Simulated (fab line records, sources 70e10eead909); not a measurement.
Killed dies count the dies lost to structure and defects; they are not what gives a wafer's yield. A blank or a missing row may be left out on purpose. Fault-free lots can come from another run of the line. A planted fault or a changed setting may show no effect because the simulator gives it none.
3 desks looking at one fault | flow nandHarc | numbers are kept per desk, each desk with only its own; the story behind them comes last

== THE DEFECT DESK ==
Per lot, the means of the sampled wafers with a number show what the inspections along the route counted. If a lot's mean is further than 4 standard deviations from the usual mean, the lot is out of limits and carries the mark OUT (the distance appears in the brackets).
Columns: A = rawDefectCount at NHARC_A_BLC_INSPECT_12, usual 32
lot  | first seen here | A
L809 | day 17 06:22    | 25
L812 | day 17 19:44    | 26
L813 | day 18 22:58    | 32
L814 | day 19 00:13    | 11
L815 | day 19 09:36    | 27
L818 | day 19 23:10    | 46
L820 | day 20 16:11    | 46
L821 | day 20 20:38    | 34
L824 | day 20 23:21    | 52
L829 | day 22 10:57    | 63
L831 | day 22 13:47    | 11
L828 | day 22 19:00    | 66
L832 | day 23 12:22    | 41
This desk's verdict: no lot among the 13 shows anything out of limits.

== FOR THE TOOL OWNER'S DESK: rieDiel-13 ==
The tool's own readings at NHARC_A_BLC_ETCH_17 (etches the open film in N2/H2, target depth 390 nm, time 609.38 s): means of the sampled wafers that have a number, for each lot that ran on this tool. If a lot's mean is further than 4 standard deviations from the usual mean, the lot is out of limits and carries the mark OUT (the distance appears in the brackets). It has 9 readings, of which 7 appear: the earliest out of limits, and the ones furthest out on some lot.
Columns: A = drypumpMotorCurrentA at NHARC_A_BLC_ETCH_17, usual 5.6 A; B = h2FlowSccm at NHARC_A_BLC_ETCH_17, usual 150.0 sccm; C = n2FlowSccm at NHARC_A_BLC_ETCH_17, usual 150.0 sccm; D = oesProductAu at NHARC_A_BLC_ETCH_17, usual 1.002 a.u.; E = rfFwdPowerW at NHARC_A_BLC_ETCH_17, usual 399.6 W; F = runLengthS at NHARC_A_BLC_ETCH_17, usual 630.5 s; G = throttleValvePct at NHARC_A_BLC_ETCH_17, usual 14.171 %
lot  | first seen here | A   | B     | C     | D     | E     | F               | G
L809 | day 17 06:36    | 5.5 | 149.9 | 150.3 | 1.000 | 400.4 | 630.6           | 14.165
L814 | day 19 00:32    | 5.4 | 150.3 | 150.1 | 1.012 | 399.6 | 630.1           | 14.178
L815 | day 19 09:52    | 5.5 | 149.6 | 150.3 | 1.012 | 399.1 | 630.4           | 14.170
L820 | day 20 16:28    | 5.4 | 149.8 | 150.0 | 0.995 | 401.2 | 625.5 (-10) OUT | 14.162
L821 | day 20 21:03    | 5.7 | 150.6 | 150.2 | 1.003 | -     | 616.0 (-30) OUT | 14.157
L824 | day 20 23:40    | 5.5 | 150.1 | 150.1 | 1.004 | 398.3 | 623.0 (-16) OUT | 14.165
This desk's verdict: out of limits on L820, L821, L824, starting with L820 at day 20 16:28 (runLengthS at NHARC_A_BLC_ETCH_17). In limits: L809, L814, L815.

== FROM THE METROLOGY DESK ==
What the gauges read, lot by lot, whatever tool the lot ran on: means of the sampled wafers that have a number. If a lot's mean is further than 4 standard deviations from the usual mean, the lot is out of limits and carries the mark OUT (the distance appears in the brackets).
Columns: A = cdNm at NHARC_A_BLC_CD_MEAS_19, usual 98.7 nm
lot  | first seen here | A
L809 | day 17 07:23    | 98.7
L812 | day 17 20:47    | 98.2
L813 | day 19 00:00    | 99.0
L814 | day 19 01:47    | 95.0
L815 | day 19 10:49    | 98.4
L818 | day 20 00:12    | 96.3
L820 | day 20 17:13    | 101.0
L821 | day 20 21:41    | 99.1
L824 | day 21 00:25    | 100.2
L829 | day 22 11:59    | 97.3
L831 | day 22 14:49    | 100.5
L828 | day 22 20:19    | 100.6
L832 | day 23 13:31    | 99.0
This desk's verdict: no lot among the 13 shows anything out of limits.

== TAKEN TOGETHER ==
On L820, L821, L824, at day 20 16:28, an alarm was possible from the tool owner's desk.
Nothing the defect desk looked at was out of limits.
Metrology desk: nothing out of limits seen.
The defect desk has L820, L821, L824 on record, within its limits.
The metrology desk has L820, L821, L824 on record, within its limits.
NHARC_A_BLC_ETCH_17 was run on rieDiel-13 by each of the lots named.

== WHAT HAD BEEN PUT IN BY THE SIMULATOR ==
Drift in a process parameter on rieDiel-13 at NHARC_A_BLC_ETCH_17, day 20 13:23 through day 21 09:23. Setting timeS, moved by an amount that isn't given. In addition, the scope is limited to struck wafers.
Struck lots among those shown: L820, L821, L824.
Time in hours from fault onset to the first out-of-limits reading at each desk: the tool owner's desk, 3.
